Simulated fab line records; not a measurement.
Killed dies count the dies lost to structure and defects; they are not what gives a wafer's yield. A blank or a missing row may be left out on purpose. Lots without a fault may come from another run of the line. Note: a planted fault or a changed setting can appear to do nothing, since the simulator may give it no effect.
What tool caused it? / flow n5_finfet / 11 lots, 30 wafers sampled, at 6 steps of a route of 1938

## WHAT THE GAUGES SHOWED, per wafer
N5_BEOL_M4_RC_MEAS_101. Usual: DIBL_N 36.0 mV/V, standard deviation 1.9; DIBL_P 35.6 mV/V, standard deviation 2.4; IOFF_N 0.16 nA/um, standard deviation 0.036; IOFF_P 0.21 nA/um, standard deviation 0.04; ION_N 673 uA/um, standard deviation 14; ION_P 460 uA/um, standard deviation 8.9; SS_N 71.5 mV/dec, standard deviation 0.67; SS_P 73.2 mV/dec, standard deviation 0.73; VT_N 249 mV, standard deviation 3.6; VT_P -250 mV, standard deviation 3.7.
lot=L981; measured=day 8 01:23; on=prober-02; DIBL_N (mV/V)=35.0 31.5 34.7; DIBL_P (mV/V)=35.2 31.6 35.5; IOFF_N (nA/um)=0.15 0.10 0.14; IOFF_P (nA/um)=0.16 0.12 0.16; ION_N (uA/um)=683 661 668; ION_P (uA/um)=458 449 456; SS_N (mV/dec)=72.3 70.8 71.4; SS_P (mV/dec)=72.4 71.6 72.9; VT_N (mV)=252 259 252; VT_P (mV)=-255 -261 -256; flag=
lot=L983; measured=day 8 21:08; on=prober-02; DIBL_N (mV/V)=34.4 36.4; DIBL_P (mV/V)=32.6 34.7; IOFF_N (nA/um)=0.13 0.14; IOFF_P (nA/um)=0.18 0.20; ION_N (uA/um)=668 657; ION_P (uA/um)=460 455; SS_N (mV/dec)=70.8 71.3; SS_P (mV/dec)=73.0 73.0; VT_N (mV)=253 256; VT_P (mV)=-249 -248; flag=
lot=L988; measured=day 9 19:20; on=prober-01; DIBL_N (mV/V)=37.1 36.2 37.3; DIBL_P (mV/V)=38.2 34.7 37.0; IOFF_N (nA/um)=0.20 0.17 0.20; IOFF_P (nA/um)=0.28 0.22 0.26; ION_N (uA/um)=693 663 689; ION_P (uA/um)=476 459 477; SS_N (mV/dec)=72.1 71.8 71.9; SS_P (mV/dec)=73.3 72.7 73.1; VT_N (mV)=245 248 245; VT_P (mV)=-243 -247 -246; flag=
lot=L989; measured=day 10 02:26; on=prober-01; DIBL_N (mV/V)=35.5 37.1 35.8; DIBL_P (mV/V)=34.6 36.2 35.0; IOFF_N (nA/um)=0.14 0.19 0.17; IOFF_P (nA/um)=0.20 0.24 0.23; ION_N (uA/um)=671 695 701; ION_P (uA/um)=466 478 485; SS_N (mV/dec)=71.4 71.9 71.5; SS_P (mV/dec)=72.5 72.7 73.0; VT_N (mV)=248 241 244; VT_P (mV)=-247 -245 -247; flag=
lot=L990; measured=day 10 05:46; on=prober-01; DIBL_N (mV/V)=36.5 36.0 36.5; DIBL_P (mV/V)=35.0 36.1 35.3; IOFF_N (nA/um)=0.15 0.15 0.16; IOFF_P (nA/um)=0.19 0.20 0.19; ION_N (uA/um)=648 683 658; ION_P (uA/um)=445 468 447; SS_N (mV/dec)=72.1 71.6 71.5; SS_P (mV/dec)=73.2 72.8 73.2; VT_N (mV)=252 249 249; VT_P (mV)=-253 -253 -251; flag=
lot=L992; measured=day 10 15:28; on=prober-01; DIBL_N (mV/V)=37.1 40.2 37.7; DIBL_P (mV/V)=36.9 39.4 37.0; IOFF_N (nA/um)=0.19 0.22 0.19; IOFF_P (nA/um)=0.23 0.28 0.22; ION_N (uA/um)=683 673 681; ION_P (uA/um)=465 464 464; SS_N (mV/dec)=71.3 71.7 71.9; SS_P (mV/dec)=74.6 74.8 74.1; VT_N (mV)=246 246 247; VT_P (mV)=-250 -246 -247; flag=
lot=L994; measured=day 11 17:19; on=prober-02; DIBL_N (mV/V)=32.8 37.4; DIBL_P (mV/V)=33.5 37.4; IOFF_N (nA/um)=0.12 0.19; IOFF_P (nA/um)=0.15 0.21; ION_N (uA/um)=679 688; ION_P (uA/um)=457 459; SS_N (mV/dec)=70.1 71.7; SS_P (mV/dec)=71.7 73.4; VT_N (mV)=250 244; VT_P (mV)=-257 -252; flag=
lot=L996; measured=day 11 23:18; on=prober-02; DIBL_N (mV/V)=37.0 29.9 36.2; DIBL_P (mV/V)=35.8 26.3 34.4; IOFF_N (nA/um)=0.16 0.08 0.14; IOFF_P (nA/um)=0.21 0.11 0.19; ION_N (uA/um)=688 658 670; ION_P (uA/um)=469 453 457; SS_N (mV/dec)=72.1 68.8 71.8; SS_P (mV/dec)=74.6 71.2 73.5; VT_N (mV)=249 255 251; VT_P (mV)=-250 -257 -250; flag=
lot=L997; measured=day 12 02:20; on=prober-02; DIBL_N (mV/V)=35.5 37.0; DIBL_P (mV/V)=37.5 38.7; IOFF_N (nA/um)=0.16 0.18; IOFF_P (nA/um)=0.23 0.23; ION_N (uA/um)=687 684; ION_P (uA/um)=473 469; SS_N (mV/dec)=71.1 71.7; SS_P (mV/dec)=72.7 73.9; VT_N (mV)=245 246; VT_P (mV)=-248 -248; flag=
lot=L999; measured=day 12 12:13; on=prober-02; DIBL_N (mV/V)=34.6 33.1 36.2; DIBL_P (mV/V)=35.0 32.2 36.5; IOFF_N (nA/um)=0.15 0.11 0.16; IOFF_P (nA/um)=0.19 0.15 0.21; ION_N (uA/um)=677 664 672; ION_P (uA/um)=467 461 468; SS_N (mV/dec)=71.4 70.9 71.1; SS_P (mV/dec)=73.3 72.4 73.8; VT_N (mV)=249 254 249; VT_P (mV)=-251 -255 -249; flag=
lot=L102; measured=day 13 07:47; on=prober-02; DIBL_N (mV/V)=38.9 36.5 37.4; DIBL_P (mV/V)=38.7 34.8 36.9; IOFF_N (nA/um)=0.20 0.15 0.17; IOFF_P (nA/um)=0.23 0.17 0.20; ION_N (uA/um)=689 670 668; ION_P (uA/um)=460 447 459; SS_N (mV/dec)=71.7 71.3 72.0; SS_P (mV/dec)=74.6 73.3 73.7; VT_N (mV)=243 250 247; VT_P (mV)=-252 -254 -252; flag=

N5_BEOL_M6_OCD_MEAS_38. Usual: 94.0 nm for trench_depth_nm, sd 2.3.
lot=L981; measured=day 8 18:00; on=ocd-01; trench_depth_nm (nm)=95.3 89.7 95.9; flag=
lot=L983; measured=day 9 15:22; on=ocd-02; trench_depth_nm (nm)=96.0 95.6; flag=
lot=L988; measured=day 10 19:01; on=ocd-01; trench_depth_nm (nm)=- - -; flag=OFF
lot=L989; measured=day 10 21:07; on=ocd-01; trench_depth_nm (nm)=- - -; flag=OFF
lot=L990; measured=day 11 01:49; on=ocd-01; trench_depth_nm (nm)=- - -; flag=OFF
lot=L992; measured=day 11 08:29; on=ocd-02; trench_depth_nm (nm)=95.5 93.8 93.4; flag=
lot=L994; measured=day 12 11:14; on=ocd-02; trench_depth_nm (nm)=96.4 97.7; flag=
lot=L996; measured=day 12 16:17; on=ocd-01; trench_depth_nm (nm)=91.7 94.5 96.1; flag=
lot=L997; measured=day 12 17:43; on=ocd-01; trench_depth_nm (nm)=92.8 94.0; flag=
lot=L999; measured=day 13 05:11; on=ocd-01; trench_depth_nm (nm)=93.1 96.0 96.8; flag=
lot=L102; measured=day 14 01:02; on=ocd-02; trench_depth_nm (nm)=93.3 92.4 93.5; flag=

## TOOL THAT RAN EACH LOT (tool first, then ch and the chambers of the sampled wafers, then the start)
lot=L981; N5_BEOL_M5_ANNEAL_82=pvd_sputter-03, day 8 09:01; N5_BEOL_M5_SPUTTER_88=pvd_sputter-03, day 8 11:07; N5_BEOL_M6_ILD_DEP_00=pecvd-01 ch 0,1,2, day 8 13:20; N5_BEOL_M6_HM_DEP_02=pvd_sputter-01, day 8 15:32
lot=L983; N5_BEOL_M5_ANNEAL_82=pvd_sputter-02, day 9 06:29; N5_BEOL_M5_SPUTTER_88=pvd_sputter-02, day 9 08:35; N5_BEOL_M6_ILD_DEP_00=pecvd-01 ch 1, day 9 10:49; N5_BEOL_M6_HM_DEP_02=pvd_sputter-02, day 9 13:20
lot=L988; N5_BEOL_M5_ANNEAL_82=pvd_sputter-02, day 10 03:38; N5_BEOL_M5_SPUTTER_88=pvd_sputter-02, day 10 05:44; N5_BEOL_M6_ILD_DEP_00=pecvd-04 ch 0,1,2, day 10 12:16; N5_BEOL_M6_HM_DEP_02=pvd_sputter-03, day 10 15:02
lot=L989; N5_BEOL_M5_ANNEAL_82=pvd_sputter-03, day 10 11:40; N5_BEOL_M5_SPUTTER_88=pvd_sputter-03, day 10 13:46; N5_BEOL_M6_ILD_DEP_00=pecvd-01 ch 0,2, day 10 15:58; N5_BEOL_M6_HM_DEP_02=pvd_sputter-03, day 10 18:02
lot=L990; N5_BEOL_M5_ANNEAL_82=pvd_sputter-02, day 10 15:28; N5_BEOL_M5_SPUTTER_88=pvd_sputter-02, day 10 17:33; N5_BEOL_M6_ILD_DEP_00=pecvd-01 ch 0,2, day 10 20:00; N5_BEOL_M6_HM_DEP_02=pvd_sputter-01, day 10 21:37
lot=L992; N5_BEOL_M5_ANNEAL_82=pvd_sputter-01, day 10 23:44; N5_BEOL_M5_SPUTTER_88=pvd_sputter-01, day 11 01:49; N5_BEOL_M6_ILD_DEP_00=pecvd-01 ch 0,2, day 11 04:02; N5_BEOL_M6_HM_DEP_02=pvd_sputter-02, day 11 05:36
lot=L994; N5_BEOL_M5_ANNEAL_82=pvd_sputter-03, day 12 01:55; N5_BEOL_M5_SPUTTER_88=pvd_sputter-03, day 12 04:01; N5_BEOL_M6_ILD_DEP_00=pecvd-02 ch 0,2, day 12 06:19; N5_BEOL_M6_HM_DEP_02=pvd_sputter-02, day 12 08:05
lot=L996; N5_BEOL_M5_ANNEAL_82=pvd_sputter-03, day 12 07:32; N5_BEOL_M5_SPUTTER_88=pvd_sputter-03, day 12 09:38; N5_BEOL_M6_ILD_DEP_00=pecvd-04 ch 0,2, day 12 11:50; N5_BEOL_M6_HM_DEP_02=pvd_sputter-02, day 12 13:19
lot=L997; N5_BEOL_M5_ANNEAL_82=pvd_sputter-02, day 12 09:58; N5_BEOL_M5_SPUTTER_88=pvd_sputter-02, day 12 12:04; N5_BEOL_M6_ILD_DEP_00=pecvd-04 ch 0,1, day 12 14:16; N5_BEOL_M6_HM_DEP_02=pvd_sputter-01, day 12 15:40
lot=L999; N5_BEOL_M5_ANNEAL_82=pvd_sputter-03, day 12 19:46; N5_BEOL_M5_SPUTTER_88=pvd_sputter-03, day 12 21:51; N5_BEOL_M6_ILD_DEP_00=pecvd-01 ch 0,2, day 13 00:07; N5_BEOL_M6_HM_DEP_02=pvd_sputter-03, day 13 02:31
lot=L102; N5_BEOL_M5_ANNEAL_82=pvd_sputter-03, day 13 15:59; N5_BEOL_M5_SPUTTER_88=pvd_sputter-03, day 13 18:05; N5_BEOL_M6_ILD_DEP_00=pecvd-01 ch 0,1,2, day 13 20:31; N5_BEOL_M6_HM_DEP_02=pvd_sputter-01, day 13 21:58
- N5_BEOL_M5_ANNEAL_82: time 1800 s.
- N5_BEOL_M5_SPUTTER_88: material Cu, target thk 15 nm, time 27.62 s.
- N5_BEOL_M6_ILD_DEP_00: deposits SiCOH lowk from DEMS/porogen, target thk 179.75 nm, time 33.4 s.
- N5_BEOL_M6_HM_DEP_02: deposits TiN, target thk 20 nm.

## AS READ BY THE TOOLS THEMSELVES (means over the sampled wafers that have a number; for cases with no such wafer, the mark the record gives instead)
N5_BEOL_M5_ANNEAL_82. Usual: 861 W for heater_power_w, sd 82.
lot=L981; tool=pvd_sputter-03; heater_power_w (W)=887; flag=
lot=L983; tool=pvd_sputter-02; heater_power_w (W)=844; flag=
lot=L988; tool=pvd_sputter-02; heater_power_w (W)=811; flag=
lot=L989; tool=pvd_sputter-03; heater_power_w (W)=889; flag=
lot=L990; tool=pvd_sputter-02; heater_power_w (W)=817; flag=
lot=L992; tool=pvd_sputter-01; heater_power_w (W)=913; flag=
lot=L994; tool=pvd_sputter-03; heater_power_w (W)=879; flag=
lot=L996; tool=pvd_sputter-03; heater_power_w (W)=948; flag=
lot=L997; tool=pvd_sputter-02; heater_power_w (W)=766; flag=
lot=L999; tool=pvd_sputter-03; heater_power_w (W)=928; flag=
lot=L102; tool=pvd_sputter-03; heater_power_w (W)=881; flag=

N5_BEOL_M5_SPUTTER_88. Usual: 29.7 % for throttle_valve_pct, sd 1.1.
lot=L981; tool=pvd_sputter-03; throttle_valve_pct (%)=30.3; flag=
lot=L983; tool=pvd_sputter-02; throttle_valve_pct (%)=29.4; flag=
lot=L988; tool=pvd_sputter-02; throttle_valve_pct (%)=29.4; flag=
lot=L989; tool=pvd_sputter-03; throttle_valve_pct (%)=29.8; flag=
lot=L990; tool=pvd_sputter-02; throttle_valve_pct (%)=28.9; flag=
lot=L992; tool=pvd_sputter-01; throttle_valve_pct (%)=30.4; flag=
lot=L994; tool=pvd_sputter-03; throttle_valve_pct (%)=28.7; flag=
lot=L996; tool=pvd_sputter-03; throttle_valve_pct (%)=30.4; flag=
lot=L997; tool=pvd_sputter-02; throttle_valve_pct (%)=29.9; flag=
lot=L999; tool=pvd_sputter-03; throttle_valve_pct (%)=29.7; flag=
lot=L102; tool=pvd_sputter-03; throttle_valve_pct (%)=29.0; flag=

N5_BEOL_M6_ILD_DEP_00. Usual: chamber_pressure_Torr 4.999 Torr, standard deviation 0.011; heater_power_outer_w 131 W, standard deviation 30; heater_power_w 303 W, standard deviation 45; showerhead_plenum_p_Torr 5.738 Torr, standard deviation 0.012; showerhead_vpp_V 1337 V, standard deviation 96; throttle_valve_pct 14.2 %, standard deviation 0.48.
lot=L981; tool=pecvd-01; chamber_pressure_Torr (Torr)=4.994; heater_power_outer_w (W)=124; heater_power_w (W)=303; showerhead_plenum_p_Torr (Torr)=5.741; showerhead_vpp_V (V)=1265; throttle_valve_pct (%)=14.2; flag=
lot=L983; tool=pecvd-01; chamber_pressure_Torr (Torr)=4.990; heater_power_outer_w (W)=146; heater_power_w (W)=358; showerhead_plenum_p_Torr (Torr)=5.753; showerhead_vpp_V (V)=1298; throttle_valve_pct (%)=14.7; flag=
lot=L988; tool=pecvd-04; chamber_pressure_Torr (Torr)=-; heater_power_outer_w (W)=-; heater_power_w (W)=-; showerhead_plenum_p_Torr (Torr)=-; showerhead_vpp_V (V)=-; throttle_valve_pct (%)=-; flag=OFF
lot=L989; tool=pecvd-01; chamber_pressure_Torr (Torr)=-; heater_power_outer_w (W)=-; heater_power_w (W)=-; showerhead_plenum_p_Torr (Torr)=-; showerhead_vpp_V (V)=-; throttle_valve_pct (%)=-; flag=OFF
lot=L990; tool=pecvd-01; chamber_pressure_Torr (Torr)=-; heater_power_outer_w (W)=-; heater_power_w (W)=-; showerhead_plenum_p_Torr (Torr)=-; showerhead_vpp_V (V)=-; throttle_valve_pct (%)=-; flag=OFF
lot=L992; tool=pecvd-01; chamber_pressure_Torr (Torr)=4.996; heater_power_outer_w (W)=108; heater_power_w (W)=275; showerhead_plenum_p_Torr (Torr)=5.752; showerhead_vpp_V (V)=1267; throttle_valve_pct (%)=14.5; flag=
lot=L994; tool=pecvd-02; chamber_pressure_Torr (Torr)=4.998; heater_power_outer_w (W)=164; heater_power_w (W)=343; showerhead_plenum_p_Torr (Torr)=5.738; showerhead_vpp_V (V)=1430; throttle_valve_pct (%)=13.5; flag=
lot=L996; tool=pecvd-04; chamber_pressure_Torr (Torr)=5.011; heater_power_outer_w (W)=128; heater_power_w (W)=287; showerhead_plenum_p_Torr (Torr)=5.727; showerhead_vpp_V (V)=1473; throttle_valve_pct (%)=14.5; flag=
lot=L997; tool=pecvd-04; chamber_pressure_Torr (Torr)=5.004; heater_power_outer_w (W)=142; heater_power_w (W)=302; showerhead_plenum_p_Torr (Torr)=5.738; showerhead_vpp_V (V)=1437; throttle_valve_pct (%)=14.2; flag=
lot=L999; tool=pecvd-01; chamber_pressure_Torr (Torr)=5.002; heater_power_outer_w (W)=89; heater_power_w (W)=247; showerhead_plenum_p_Torr (Torr)=5.740; showerhead_vpp_V (V)=1237; throttle_valve_pct (%)=14.1; flag=
lot=L102; tool=pecvd-01; chamber_pressure_Torr (Torr)=4.994; heater_power_outer_w (W)=121; heater_power_w (W)=297; showerhead_plenum_p_Torr (Torr)=5.743; showerhead_vpp_V (V)=1261; throttle_valve_pct (%)=14.3; flag=

N5_BEOL_M6_HM_DEP_02. Usual: chamber_pressure_pa 0.5000 Pa, standard deviation 0.001; substrate_temp_c 24.99 C, standard deviation 0.11; throttle_valve_pct 29.6 %, standard deviation 1.
lot=L981; tool=pvd_sputter-01; chamber_pressure_pa (Pa)=0.4996; substrate_temp_c (C)=25.07; throttle_valve_pct (%)=29.0; flag=
lot=L983; tool=pvd_sputter-02; chamber_pressure_pa (Pa)=0.5016; substrate_temp_c (C)=24.98; throttle_valve_pct (%)=30.1; flag=
lot=L988; tool=pvd_sputter-03; chamber_pressure_pa (Pa)=0.5006; substrate_temp_c (C)=25.01; throttle_valve_pct (%)=29.9; flag=
lot=L989; tool=pvd_sputter-03; chamber_pressure_pa (Pa)=0.4998; substrate_temp_c (C)=25.08; throttle_valve_pct (%)=30.0; flag=
lot=L990; tool=pvd_sputter-01; chamber_pressure_pa (Pa)=0.5012; substrate_temp_c (C)=25.08; throttle_valve_pct (%)=29.8; flag=
lot=L992; tool=pvd_sputter-02; chamber_pressure_pa (Pa)=0.4996; substrate_temp_c (C)=25.09; throttle_valve_pct (%)=30.3; flag=
lot=L994; tool=pvd_sputter-02; chamber_pressure_pa (Pa)=0.5010; substrate_temp_c (C)=24.99; throttle_valve_pct (%)=30.1; flag=
lot=L996; tool=pvd_sputter-02; chamber_pressure_pa (Pa)=0.5007; substrate_temp_c (C)=25.00; throttle_valve_pct (%)=29.6; flag=
lot=L997; tool=pvd_sputter-01; chamber_pressure_pa (Pa)=0.4992; substrate_temp_c (C)=24.99; throttle_valve_pct (%)=30.4; flag=
lot=L999; tool=pvd_sputter-03; chamber_pressure_pa (Pa)=0.4987; substrate_temp_c (C)=24.92; throttle_valve_pct (%)=29.3; flag=
lot=L102; tool=pvd_sputter-01; chamber_pressure_pa (Pa)=0.5004; substrate_temp_c (C)=24.92; throttle_valve_pct (%)=30.4; flag=

## THE ANSWER, worked out from the rows above alone
Rule: lot off if the mean of its wafers having a number is beyond 3 standard deviations from the usual mean. A lot without any number at a reading at which 4 lots or more have one is off too. All remaining lots with rows at the step are treated as sound. After the gauges, taken in route order, come the tools' own readings; for these a lot's mean is taken, as printed above. The first step at which some lot is off is used, and at that step the reading that is off furthest; a lot without a number counts as furthest.
Off, at N5_BEOL_M6_OCD_MEAS_38 on trench_depth_nm: L988, L989, L990. Without a number there: L988, L989, L990.
A tool fits if, at a process step before that reading, it ran every lot that is off, and no sound lot after the first of them. The gauges at N5_BEOL_M6_OCD_MEAS_38 aren't tried: what is off there is off at N5_BEOL_M6_ILD_DEP_00 too, on other tools, and a gauge's error can't cause that. None of those tried fits.

## WHAT THE SIMULATOR HAD PUT IN
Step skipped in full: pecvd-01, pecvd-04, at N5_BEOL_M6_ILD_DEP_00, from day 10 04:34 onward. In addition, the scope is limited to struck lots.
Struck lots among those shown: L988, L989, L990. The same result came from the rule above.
